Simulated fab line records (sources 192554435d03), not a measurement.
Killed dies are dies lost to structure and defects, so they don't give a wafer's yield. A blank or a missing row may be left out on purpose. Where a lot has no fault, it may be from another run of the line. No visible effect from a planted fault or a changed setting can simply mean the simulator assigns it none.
Matching of chambers ; flow n5Finfet ; N5_BEOL_M9_STRIP_19 on rieDiel-05: 4 sister chambers
The step strips in O2. 20 wafers are shown with their chamber, then 10 later ones without.

## EACH WAFER AND ITS CHAMBER
wafer;chamber;showerheadPlenumPTorr (Torr);drypumpMotorCurrentA (A);throttleValvePct (%)
L075.2;3;2.14;6.1;16.66
L075.5;2;2.07;5.7;16.57
L075.6;3;2.14;6.1;16.67
L077.1;0;2.06;5.6;16.77
L077.2;1;2.02;5.6;16.94
L077.5;3;2.14;6.1;16.68
L080.2;2;2.06;5.7;16.57
L080.4;0;2.06;5.6;16.80
L080.5;1;2.02;5.5;16.99
L078.1;0;2.06;5.6;16.80
L078.4;2;2.06;5.7;16.56
L078.6;3;2.14;6.1;16.68
L081.4;2;2.06;5.7;16.58
L081.5;2;2.06;5.7;16.57
L081.6;3;2.14;6.1;16.69
L087.2;0;2.05;5.5;16.83
L087.4;1;2.02;5.5;17.01
L087.6;2;2.06;5.7;16.59
L089.1;3;2.14;6.1;16.71
L089.4;1;2.02;5.5;17.00

SIGNATURES (averages over the wafers above)
reading;chamber 0;chamber 1;chamber 2;chamber 3;scatter within a chamber
showerheadPlenumPTorr;2.0575;2.0200;2.0617;2.1400;0.00315
drypumpMotorCurrentA;5.575;5.525;5.700;6.100;0.0306
throttleValvePct;16.8000;16.9850;16.5733;16.6817;0.0205
Rule: a wafer's distance from a chamber is the root of the sum, over the readings, of the square of ((its reading less the chamber's mean) divided by the reading's scatter). The wafer belongs to the nearest chamber; if the next one is less than 2 further off, it can't be placed. How the scatter is found: for the shown wafers, subtract from each reading the mean of its chamber, square and add these, divide the total by (wafers less chambers), then take the root.

## WAFERS MISSING THEIR CHAMBER
wafer;showerheadPlenumPTorr (Torr);drypumpMotorCurrentA (A);throttleValvePct (%)
L089.6;2.13;6.1;16.72
L088.2;2.02;5.6;17.02
L088.4;2.14;6.1;16.72
L088.6;2.05;5.5;16.86
L095.2;2.13;6.1;16.73
L095.5;2.05;5.6;16.84
L095.6;2.01;5.5;17.02
L096.2;2.01;5.5;17.02
L096.4;2.13;6.1;16.73
L096.5;2.05;5.6;16.86

## THE CHAMBER EACH PASSED THROUGH
wafer;from the rows above;in truth
L089.6;3;3
L088.2;1;1
L088.4;3;3
L088.6;0;0
L095.2;3;3
L095.5;0;0
L095.6;1;1
L096.2;1;1
L096.4;3;3
L096.5;0;0
Correct placement for 10 of the 10. Left unplaced by these rows: 0. 0 placed wrongly.
